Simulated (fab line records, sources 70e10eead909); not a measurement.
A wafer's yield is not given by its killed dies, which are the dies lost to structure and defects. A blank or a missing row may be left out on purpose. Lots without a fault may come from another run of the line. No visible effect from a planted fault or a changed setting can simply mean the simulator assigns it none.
Which tool was responsible?	flow nandHarc	30 wafers from 10 lots sampled at 6 of the route's 1302 steps

WHAT EACH GAUGE READ, for each wafer
NHARC_A_BONDPAD_INSPECT_23. Usual: rawDefectCount reads 573 (standard deviation 140).
lot	measured	on	rawDefectCount	flag
L172	day 22 23:55	defectInspect-02	434 541 432	
L175	day 24 01:52	defectInspect-02	538 622 591	
L180	day 26 22:52	defectInspect-01	463 499 457	
L185	day 29 11:44	defectInspect-01	477 515 398	
L186	day 29 20:42	defectInspect-02	501 485 442	
L191	day 30 08:53	defectInspect-02	491 556 569	
L189	day 30 09:53	defectInspect-01	451 465 485	
L190	day 31 02:54	defectInspect-01	629 747 526	
L192	day 31 09:07	defectInspect-01	728 820 973	
L193	day 31 17:46	defectInspect-02	775 484 845	

NHARC_HYBRID_BOND_INSPECT_06: inspects for defects (ir void). Usual: rawDefectCount reads 87 (standard deviation 32).
lot	measured	on	rawDefectCount	flag
L172	day 23 09:26	defectInspect-02	132 129 142	
L175	day 24 11:41	defectInspect-01	119 137 119	
L180	day 27 10:02	defectInspect-01	120 135 143	
L185	day 29 18:11	defectInspect-02	33 31 31	
L186	day 30 09:51	defectInspect-02	33 34 39	
L191	day 30 18:32	defectInspect-02	117 117 131	
L189	day 30 18:32	defectInspect-01	95 89 110	
L190	day 31 12:28	defectInspect-01	62 80 74	
L192	day 31 21:08	defectInspect-01	85 75 73	
L193	day 32 10:59	defectInspect-01	99 85 87	

NHARC_THIN_TSV_CD_MEAS_12 targets a cd of 1000 nm. Usual: cdNm reads 1000.6 nm (standard deviation 1.7).
lot	measured	on	cdNm (nm)	flag
L172	day 23 12:10	cdSem-02	998.7 1001.8 1001.9	
L175	day 24 14:22	cdSem-02	1001.0 1000.1 998.5	
L180	day 27 12:43	cdSem-02	996.5 998.2 995.7	
L185	day 29 21:56	cdSem-01	999.4 1002.5 999.6	
L186	day 30 12:26	cdSem-03	999.7 999.1 1000.2	
L191	day 30 21:14	cdSem-02	1001.4 1001.2 1002.7	
L189	day 30 22:27	cdSem-03	1000.4 1000.6 1000.2	
L190	day 31 15:03	cdSem-02	999.7 1001.0 999.4	
L192	day 32 02:37	cdSem-02	1002.7 1001.7 1002.3	
L193	day 32 13:32	cdSem-02	998.6 1000.9 1000.8	

NHARC_END_WLT_00. Usual: VT_DECK1_BOTTOM 0.870, standard deviation 0.0077; VT_DECK1_BOTTOM_INNER 0.870, standard deviation 0.0079; VT_DECK1_MEDIAN_NEAR_BOTTOM 0.872, standard deviation 0.0072; VT_DECK1_MEDIAN_NEAR_BOTTOM_INNER 0.871, standard deviation 0.008; VT_DECK1_MIDDLE 0.883, standard deviation 0.0078; VT_DECK1_MIDDLE_INNER 0.883, standard deviation 0.0075; VT_DECK1_TOP 0.894, standard deviation 0.0084; VT_DECK1_TOP_INNER 0.895, standard deviation 0.0085; VT_DECK2_BOTTOM 0.874, standard deviation 0.0069; VT_DECK2_BOTTOM_INNER 0.874, standard deviation 0.0073; VT_DECK2_MEDIAN_NEAR_BOTTOM 0.874, standard deviation 0.0068; VT_DECK2_MEDIAN_NEAR_BOTTOM_INNER 0.875, standard deviation 0.0068; VT_DECK2_MIDDLE 0.887, standard deviation 0.0065; VT_DECK2_MIDDLE_INNER 0.886, standard deviation 0.0069; VT_DECK2_TOP 0.898, standard deviation 0.0071; VT_DECK2_TOP_INNER 0.898, standard deviation 0.0073.
lot	measured	on	VT_DECK1_BOTTOM	VT_DECK1_BOTTOM_INNER	VT_DECK1_MEDIAN_NEAR_BOTTOM	VT_DECK1_MEDIAN_NEAR_BOTTOM_INNER	VT_DECK1_MIDDLE	VT_DECK1_MIDDLE_INNER	VT_DECK1_TOP	VT_DECK1_TOP_INNER	VT_DECK2_BOTTOM	VT_DECK2_BOTTOM_INNER	VT_DECK2_MEDIAN_NEAR_BOTTOM	VT_DECK2_MEDIAN_NEAR_BOTTOM_INNER	VT_DECK2_MIDDLE	VT_DECK2_MIDDLE_INNER	VT_DECK2_TOP	VT_DECK2_TOP_INNER	flag
L172	day 24 01:20	prober-02	0.879 0.882 0.887	0.884 0.883 0.885	0.882 0.884 0.877	0.883 0.884 0.891	0.896 0.890 0.888	0.895 0.898 0.892	0.907 0.907 0.909	0.911 0.903 0.905	0.859 0.864 0.860	0.854 0.863 0.865	0.860 0.858 0.869	0.863 0.860 0.866	0.870 0.881 0.878	0.877 0.878 0.866	0.885 0.883 0.885	0.884 0.881 0.892	
L175	day 25 03:23	prober-02	0.858 0.881 0.868	0.871 0.874 0.868	0.875 0.877 0.867	0.867 0.871 0.869	0.887 0.880 0.890	0.886 0.879 0.886	0.891 0.897 0.893	0.891 0.892 0.900	0.870 0.860 0.871	0.874 0.877 0.863	0.876 0.864 0.870	0.875 0.867 0.866	0.886 0.884 0.878	0.894 0.890 0.872	0.893 0.888 0.894	0.897 0.897 0.896	
L180	day 28 09:12	prober-02	0.866 0.862 0.870	0.867 0.874 0.871	0.862 0.869 0.879	0.872 0.873 0.863	0.879 0.879 0.877	0.887 0.878 0.889	0.893 0.900 0.893	0.892 0.893 0.892	0.873 0.882 0.877	0.873 0.877 0.868	0.872 0.880 0.877	0.880 0.873 0.875	0.887 0.885 0.893	0.891 0.883 0.885	0.906 0.900 0.895	0.902 0.903 0.897	
L185	day 30 09:01	prober-02	0.858 0.870 0.863	0.861 0.872 0.864	0.862 0.872 0.869	0.866 0.870 0.859	0.881 0.874 0.884	0.874 0.890 0.878	0.894 0.891 0.898	0.888 0.893 0.883	0.878 0.872 0.875	0.881 0.878 0.885	0.884 0.882 0.885	0.871 0.879 0.882	0.890 0.889 0.887	0.891 0.893 0.891	0.900 0.902 0.902	0.914 0.907 0.901	
L186	day 31 00:28	prober-01	0.857 0.851 0.851	0.850 0.850 0.849	0.860 0.854 0.863	0.853 0.861 0.855	0.869 0.871 0.862	0.861 0.868 0.865	0.878 0.864 0.875	0.874 0.867 0.878	0.876 0.875 0.882	0.880 0.882 0.884	0.883 0.881 0.881	0.883 0.880 0.882	0.897 0.900 0.890	0.903 0.894 0.899	0.904 0.907 0.901	0.902 0.904 0.905	
L191	day 31 10:53	prober-02	0.872 0.873 0.879	0.877 0.879 0.875	0.879 0.874 0.873	0.879 0.874 0.869	0.884 0.875 0.882	0.891 0.884 0.885	0.889 0.897 0.893	0.901 0.894 0.902	0.868 0.863 0.863	0.870 0.867 0.866	0.864 0.868 0.869	0.874 0.868 0.870	0.881 0.885 0.879	0.881 0.875 0.881	0.884 0.890 0.888	0.892 0.891 0.889	
L189	day 31 10:23	prober-01	0.858 0.866 0.854	0.863 0.863 0.860	0.869 0.869 0.871	0.866 0.866 0.862	0.867 0.877 0.877	0.879 0.880 0.879	0.891 0.890 0.893	0.899 0.888 0.889	0.874 0.869 0.880	0.872 0.872 0.866	0.876 0.863 0.872	0.871 0.864 0.866	0.882 0.888 0.885	0.879 0.890 0.885	0.901 0.896 0.892	0.888 0.894 0.891	
L190	day 32 02:58	prober-02	0.868 0.854 0.864	0.854 0.859 0.855	0.861 0.858 0.863	0.851 0.863 0.867	0.874 0.869 0.868	0.866 0.866 0.880	0.883 0.877 0.887	0.887 0.883 0.885	0.877 0.884 0.875	0.869 0.879 0.876	0.875 0.876 0.876	0.872 0.877 0.870	0.885 0.884 0.891	0.885 0.891 0.889	0.898 0.903 0.907	0.900 0.897 0.902	
L192	day 32 15:36	prober-01	0.873 0.875 0.867	0.871 0.869 0.869	0.873 0.875 0.866	0.868 0.874 0.873	0.880 0.894 0.887	0.888 0.883 0.892	0.902 0.905 0.895	0.899 0.902 0.903	0.872 0.868 0.864	0.872 0.879 0.870	0.864 0.864 0.873	0.865 0.874 0.871	0.893 0.875 0.888	0.883 0.880 0.885	0.891 0.897 0.892	0.895 0.887 0.897	
L193	day 33 01:35	prober-02	0.877 0.874 0.876	0.872 0.868 0.869	0.866 0.871 0.869	0.867 0.869 0.876	0.877 0.887 0.892	0.882 0.879 0.894	0.895 0.897 0.889	0.900 0.897 0.888	0.874 0.883 0.878	0.883 0.879 0.881	0.876 0.883 0.873	0.878 0.878 0.878	0.894 0.895 0.896	0.885 0.898 0.890	0.897 0.898 0.902	0.900 0.898 0.905	

NHARC_END_SORT_01. Usual: for defectLimitedYield, 90.8 % with a standard deviation of 2.2; for killedAtArray, 58 with a standard deviation of 15; for killedAtOther, 0.8 with a standard deviation of 1.2; for killedAtPeriphery, 3.5 with a standard deviation of 2.5; for killedDies, 62 with a standard deviation of 15; for killedOpen, 3.2 with a standard deviation of 1.7; for killedShort, 2.4 with a standard deviation of 1.5.
lot	measured	on	defectLimitedYield (%)	killedAtArray	killedAtOther	killedAtPeriphery	killedDies	killedOpen	killedShort	flag
L172	day 24 04:58	prober-02	89.2 89.7 87.9	71 66 82	2 0 0	0 4 0	73 70 82	4 5 5	2 2 1	
L180	day 28 12:29	prober-02	83.6 76.7 82.6	41 76 75	67 80 39	3 2 4	111 158 118	2 3 3	3 3 4	OFF
L185	day 30 12:04	prober-02	94.2 95.6 95.1	36 24 25	0 0 0	3 6 8	39 30 33	3 3 3	4 3 3	

WHICH TOOL RAN EACH LOT (tool, then ch and the chambers of the sampled wafers, then the start)
lot	NHARC_THIN_TSV_ETCH_15
L172	rieSi-02 ch 0,1,3, day 23 13:08
L175	rieSi-01 ch 0,2,3, day 24 15:13
L180	rieSi-01 ch 0,1,2, day 27 13:33
L185	rieSi-01 ch 0,2,3, day 29 22:45
L186	rieSi-01 ch 0,1,3, day 30 13:14
L191	rieSi-01 ch 1,2, day 30 22:03
L189	rieSi-02 ch 0,2,3, day 30 23:16
L190	rieSi-03 ch 0,3, day 31 15:52
L192	rieSi-01 ch 0,1,2, day 32 03:26
L193	rieSi-02 ch 0,2,3, day 32 14:23
- NHARC_THIN_TSV_ETCH_15: target depth 3000 nm, bosch target overetch cycles 2, bosch etch step 2.8 s.

WHAT THE TOOLS THEMSELVES READ (means of the sampled wafers that have a number; where no wafer has one, the mark that the record gives instead)
NHARC_THIN_TSV_ETCH_15. Usual: drypumpMotorCurrentA reads 5.9 A (standard deviation 0.33).
lot	tool	drypumpMotorCurrentA (A)	flag
L172	rieSi-02	5.9	
L175	rieSi-01	5.8	
L180	rieSi-01	5.9	
L185	rieSi-01	5.7	
L186	rieSi-01	5.7	
L191	rieSi-01	6.1	
L189	rieSi-02	5.9	
L190	rieSi-03	6.0	
L192	rieSi-01	5.9	
L193	rieSi-02	5.8	

THE ANSWER, worked out from the rows above alone
Rule: a lot counts as off when the mean over its wafers that have a number is more than 3 standard deviations away from the usual mean. A lot without any number at a reading at which 4 lots or more have one is off too. All remaining lots with rows at the step are treated as sound. Order of review: gauges by route order, followed by the tools' own readings, for which a lot's mean as printed above is used. At the first step where some lot is off, the reading lying furthest off is the one used; lots without a number count as furthest.
Off: L180 (NHARC_END_SORT_01, killedAtOther). Neither off nor sound, because the step has no rows for them: L175, L186, L191, L189, L190, L192, L193.
A tool fits if, at a process step before that reading, it ran every lot that is off, and no sound lot after the first of them. The gauges at NHARC_END_SORT_01 are tried like those tools. Not one of the candidates tried fits.

WHAT THE SIMULATOR PUT IN
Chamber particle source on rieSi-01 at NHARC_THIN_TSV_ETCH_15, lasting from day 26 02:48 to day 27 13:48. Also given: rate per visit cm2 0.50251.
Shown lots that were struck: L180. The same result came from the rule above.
